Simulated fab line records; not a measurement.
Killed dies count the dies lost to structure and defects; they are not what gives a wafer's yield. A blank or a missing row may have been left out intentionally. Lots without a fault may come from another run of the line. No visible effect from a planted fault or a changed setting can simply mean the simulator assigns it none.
fab line records	flow n5-finfet
record lots=5	wafers=15	last-day=16
route steps=1938 shown BEOL_M1@811
lots untouched by any fault: they come from a run of this same line in which no faults occurred
start-h: the number of hours between the record's first day and the start of the first shown wafer of the lot	wait-h: hours elapsed since this lot's preceding step	" identical to the entry in the row above	L1.1+2: several wafers, shown together as one row	- no value present, or no start provided	* or withheld: withheld	< > ~ a bound
route shown NAME@n: names a module that has steps shown in the file, with the first one's number in the route	usual: mean/standard deviation of fault-free wafers	same: alike in all rows	chamber/n: place in a boat	sites: readings site by site	_std_site: the standard deviation of these	_edge_site: outer sites' mean less inner sites'	radius-mm: for every site, how far away it sits from the centre of the wafer	mask NAME#n: copy n	behind: the most recent tool/chamber to have shaped the wafer	hold: the reason the lot was held/the length of the hold in hours/how it ended	device: the transistor (n, p or np) that didn't switch	end of line: tests of these same wafers at the route's end	where a step has no rows: the recipe by itself	killed: count of dies lost to structure and defects at first sort (not the wafer's yield)	map: shows each die of a wafer: x if killed, . if not, _ if none is there
set.NAME: the setting as run; set.NAME@STEP: as run at that earlier step	model.NAME: the simulator's own value behind a step, which no gauge read
a table for each step, a row for each wafer; lots at some steps of the route
services: the hour from which a tool's chamber was out of use, counted from the record's first day as start-h (under 0 if before that day), plus the number of hours and why
## steps
# step N5_BEOL_M1_ALD_84
# recipe material=TaN	target-thk-a=*	temp-c=275	ald-precursor-family=PDMAT	ald-co-reactant=NH3	pressure-torr=3	carrier-flow-sccm=1500	pulse-time-s=2	purge-time-s=3	co-reactant-purge-time-s=2	co-reactant-pulse-time-s=3	ald-cycles=30	precursor-vessel-temp-c=75	precursor-vessel-pressure-torr=26.25	precursor-vessel-carrier-sccm=1000
# usual heater-power-w=404/49	mfc-carrier-sccm=1499/4.2
# same purge-time-s=3
lot.wafer	tool	chamber	start-h	wait-h	heater-power-w	mfc-carrier-sccm
L078.3	ald-metal-02	3	156.50	0.1	449	1505
L078.4	"	0	"	"	341	1504
L078.5	"	3	"	"	445	1507
L080.2	ald-metal-04	1	176.31	0.1	456	1501
L080.4	"	0	"	"	415	1500
L080.5	"	3	"	"	445	1505
L082.1	ald-metal-04	0	184.74	0.0	418	1500
L082.2	"	1	"	"	454	1499
L082.4	"	2	"	"	395	1503
L083.1	ald-metal-02	3	184.83	0.1	447	1503
L083.5	"	0	"	"	351	1498
L083.6	"	3	"	"	453	1502
L086.1	ald-metal-02	0	202.50	0.0	352	1491
L086.3	"	2	"	"	359	1498
L086.4	"	3	"	"	437	1495
# step N5_BEOL_M1_SURFACE_TREAT_85
# recipe gas=Ar	time-s=*	ion-energy-ev=*	ion-current-ma-cm2=0.5	pressure-mtorr=*	ar-flow-sccm=30
# usual pressure-mtorr=*	throttle-valve-pct=*
lot.wafer	tool	chamber	start-h	wait-h	pressure-mtorr	throttle-valve-pct
L078.3	pvd-sputter-03	-	156.84	0.2	*	*
L078.4	"	-	"	"	*	*
L078.5	"	-	"	"	*	*
L080.2	pvd-sputter-01	-	176.68	0.3	*	*
L080.4	"	-	"	"	*	*
L080.5	"	-	"	"	*	*
L082.1	pvd-sputter-01	-	184.97	0.1	*	*
L082.2	"	-	"	"	*	*
L082.4	"	-	"	"	*	*
L083.1	pvd-sputter-02	-	185.16	0.2	*	*
L083.5	"	-	"	"	*	*
L083.6	"	-	"	"	*	*
L086.1	pvd-sputter-03	-	202.77	0.2	*	*
L086.3	"	-	"	"	*	*
L086.4	"	-	"	"	*	*
# step N5_BEOL_M1_CVD_47
# recipe material=Co	target-thk-a=30	temp-c=withheld	precursor=CCTBA/H2	pressure-torr=30	time-s=223.8
lot.wafer	tool	chamber	start-h	wait-h
L078.3+4+5	cvd-co-01	2,1,0	156.90	0.0
L080.2+4+5	cvd-co-01	1,1,2	177.00	0.3
L082.1+2+4	cvd-co-01	1,2,2	185.25	0.3
L083.1+5+6	cvd-co-01	1,1,2	185.39	0.2
L086.1+3+4	cvd-co-02	0,2,0	202.85	0.1
# step N5_BEOL_M1_SPUTTER_48
# recipe material=Cu	target-thk-a=45	temp-c=-20	chamber-pressure-pa=0.07	power-w=withheld	time-s=8.29
# usual throttle-valve-pct=30.2/0.98
lot.wafer	tool	chamber	start-h	wait-h	throttle-valve-pct
L078.3	pvd-sputter-03	-	157.32	0.4	31.1
L078.4	"	-	"	"	29.9
L078.5	"	-	"	"	30.0
L080.2	pvd-sputter-03	-	177.17	0.1	31.3
L080.4	"	-	"	"	30.2
L080.5	"	-	"	"	31.5
L082.1	pvd-sputter-02	-	185.47	0.2	29.6
L082.2	"	-	"	"	30.0
L082.4	"	-	"	"	29.8
L083.1	pvd-sputter-01	-	186.88	1.4	30.4
L083.5	"	-	"	"	30.3
L083.6	"	-	"	"	30.9
L086.1	pvd-sputter-03	-	203.01	0.1	30.0
L086.3	"	-	"	"	30.2
L086.4	"	-	"	"	31.2
# step N5_BEOL_M1_ANNEAL_49
# recipe temp-c=400	time-s=240	ambient=vacuum
# usual heater-power-w=847/84
lot.wafer	tool	chamber	start-h	wait-h	heater-power-w
L078.3	pvd-sputter-03	-	157.40	0.0	709
L078.4	"	-	"	"	943
L078.5	"	-	"	"	907
L080.2	pvd-sputter-03	-	177.25	0.0	711
L080.4	"	-	"	"	896
L080.5	"	-	"	"	701
L082.1	pvd-sputter-02	-	185.55	0.0	875
L082.2	"	-	"	"	991
L082.4	"	-	"	"	745
L083.1	pvd-sputter-01	-	186.96	0.0	713
L083.5	"	-	"	"	698
L083.6	"	-	"	"	884
L086.1	pvd-sputter-03	-	203.09	0.0	944
L086.3	"	-	"	"	947
L086.4	"	-	"	"	710
# step N5_BEOL_M1_SPUTTER_79
# recipe material=Cu	target-thk-a=45	temp-c=-20	chamber-pressure-pa=0.07	power-w=withheld	time-s=8.29
# usual throttle-valve-pct=30.2/0.99
lot.wafer	tool	chamber	start-h	wait-h	throttle-valve-pct
L078.3	pvd-sputter-03	-	157.54	0.1	31.3
L078.4	"	-	"	"	29.8
L078.5	"	-	"	"	30.2
L080.2	pvd-sputter-03	-	177.39	0.1	31.3
L080.4	"	-	"	"	30.3
L080.5	"	-	"	"	31.1
L082.1	pvd-sputter-02	-	185.69	0.1	29.7
L082.2	"	-	"	"	30.3
L082.4	"	-	"	"	29.5
L083.1	pvd-sputter-01	-	187.10	0.1	30.1
L083.5	"	-	"	"	30.3
L083.6	"	-	"	"	30.6
L086.1	pvd-sputter-03	-	203.23	0.1	29.7
L086.3	"	-	"	"	29.9
L086.4	"	-	"	"	31.2
# step N5_BEOL_M1_ANNEAL_80
# recipe temp-c=400	time-s=240	ambient=vacuum
# usual heater-power-w=848/84
lot.wafer	tool	chamber	start-h	wait-h	heater-power-w
L078.3	pvd-sputter-03	-	157.62	0.0	718
L078.4	"	-	"	"	935
L078.5	"	-	"	"	948
L080.2	pvd-sputter-03	-	177.47	0.0	716
L080.4	"	-	"	"	931
L080.5	"	-	"	"	716
L082.1	pvd-sputter-02	-	185.77	0.0	884
L082.2	"	-	"	"	1001
L082.4	"	-	"	"	756
L083.1	pvd-sputter-01	-	187.18	0.0	708
L083.5	"	-	"	"	706
L083.6	"	-	"	"	896
L086.1	pvd-sputter-03	-	203.31	0.0	928
L086.3	"	-	"	"	929
L086.4	"	-	"	"	720
# step N5_BEOL_M1_SPUTTER_81
# recipe material=Cu	target-thk-a=45	temp-c=-20	chamber-pressure-pa=0.07	power-w=withheld	time-s=8.29
# usual throttle-valve-pct=30.2/0.95
lot.wafer	tool	chamber	start-h	wait-h	throttle-valve-pct
L078.3	pvd-sputter-03	-	157.76	0.1	31.3
L078.4	"	-	"	"	29.8
L078.5	"	-	"	"	30.4
L080.2	pvd-sputter-03	-	177.61	0.1	31.4
L080.4	"	-	"	"	29.9
L080.5	"	-	"	"	31.0
L082.1	pvd-sputter-02	-	185.91	0.1	29.7
L082.2	"	-	"	"	30.5
L082.4	"	-	"	"	29.6
L083.1	pvd-sputter-01	-	187.32	0.1	30.2
L083.5	"	-	"	"	30.3
L083.6	"	-	"	"	30.5
L086.1	pvd-sputter-03	-	203.45	0.1	30.0
L086.3	"	-	"	"	30.0
L086.4	"	-	"	"	31.1
# step N5_BEOL_M1_ANNEAL_82
# recipe temp-c=400	time-s=240	ambient=vacuum
# usual heater-power-w=846/83
lot.wafer	tool	chamber	start-h	wait-h	heater-power-w
L078.3	pvd-sputter-03	-	157.84	0.0	701
L078.4	"	-	"	"	935
L078.5	"	-	"	"	908
L080.2	pvd-sputter-03	-	177.69	0.0	713
L080.4	"	-	"	"	917
L080.5	"	-	"	"	714
L082.1	pvd-sputter-02	-	185.99	0.0	849
L082.2	"	-	"	"	1015
L082.4	"	-	"	"	760
L083.1	pvd-sputter-01	-	187.40	0.0	711
L083.5	"	-	"	"	710
L083.6	"	-	"	"	898
L086.1	pvd-sputter-03	-	203.53	0.0	949
L086.3	"	-	"	"	923
L086.4	"	-	"	"	718
# step N5_BEOL_M1_SPUTTER_86
# recipe material=Cu	target-thk-a=45	temp-c=-20	chamber-pressure-pa=0.07	power-w=withheld	time-s=8.29
# usual throttle-valve-pct=30.2/0.98
lot.wafer	tool	chamber	start-h	wait-h	throttle-valve-pct
L078.3	pvd-sputter-03	-	157.98	0.1	31.3
L078.4	"	-	"	"	30.1
L078.5	"	-	"	"	30.2
L080.2	pvd-sputter-03	-	177.83	0.1	31.4
L080.4	"	-	"	"	29.9
L080.5	"	-	"	"	31.3
L082.1	pvd-sputter-02	-	186.13	0.1	29.8
L082.2	"	-	"	"	30.4
L082.4	"	-	"	"	29.8
L083.1	pvd-sputter-01	-	187.54	0.1	30.3
L083.5	"	-	"	"	30.0
L083.6	"	-	"	"	30.4
L086.1	pvd-sputter-03	-	203.67	0.1	29.9
L086.3	"	-	"	"	30.3
L086.4	"	-	"	"	31.5
# step N5_BEOL_M1_ANNEAL_87
# recipe temp-c=400	time-s=240	ambient=vacuum
# usual heater-power-w=848/83
lot.wafer	tool	chamber	start-h	wait-h	heater-power-w
L078.3	pvd-sputter-03	-	158.06	0.0	717
L078.4	"	-	"	"	929
L078.5	"	-	"	"	919
L080.2	pvd-sputter-03	-	177.91	0.0	720
L080.4	"	-	"	"	918
L080.5	"	-	"	"	718
L082.1	pvd-sputter-02	-	186.21	0.0	875
L082.2	"	-	"	"	1004
L082.4	"	-	"	"	756
L083.1	pvd-sputter-01	-	187.62	0.0	696
L083.5	"	-	"	"	722
L083.6	"	-	"	"	883
L086.1	pvd-sputter-03	-	203.75	0.0	918
L086.3	"	-	"	"	927
L086.4	"	-	"	"	716
# step N5_BEOL_M1_SPUTTER_88
# recipe material=Cu	target-thk-a=45	temp-c=-20	chamber-pressure-pa=0.07	power-w=withheld	time-s=8.29
# usual throttle-valve-pct=30.2/0.95
lot.wafer	tool	chamber	start-h	wait-h	throttle-valve-pct
L078.3	pvd-sputter-03	-	158.20	0.1	31.3
L078.4	"	-	"	"	29.9
L078.5	"	-	"	"	30.0
L080.2	pvd-sputter-03	-	178.05	0.1	31.4
L080.4	"	-	"	"	29.9
L080.5	"	-	"	"	31.5
L082.1	pvd-sputter-02	-	186.35	0.1	29.9
L082.2	"	-	"	"	30.3
L082.4	"	-	"	"	29.7
L083.1	pvd-sputter-01	-	187.76	0.1	30.3
L083.5	"	-	"	"	30.4
L083.6	"	-	"	"	30.7
L086.1	pvd-sputter-03	-	203.89	0.1	29.8
L086.3	"	-	"	"	30.1
L086.4	"	-	"	"	31.7
## services
tool	chamber	start-h	hours	kind
pvd-sputter-02	-	134.88	5.2	repair
pvd-sputter-03	-	139.96	3.3	repair
cvd-co-02	0	145.23	8.1	repair
pvd-sputter-02	-	168.67	3.0	repair
cvd-co-01	-	172.67	4.3	pm
ald-metal-02	1	195.12	23.4	repair
## key
fault none
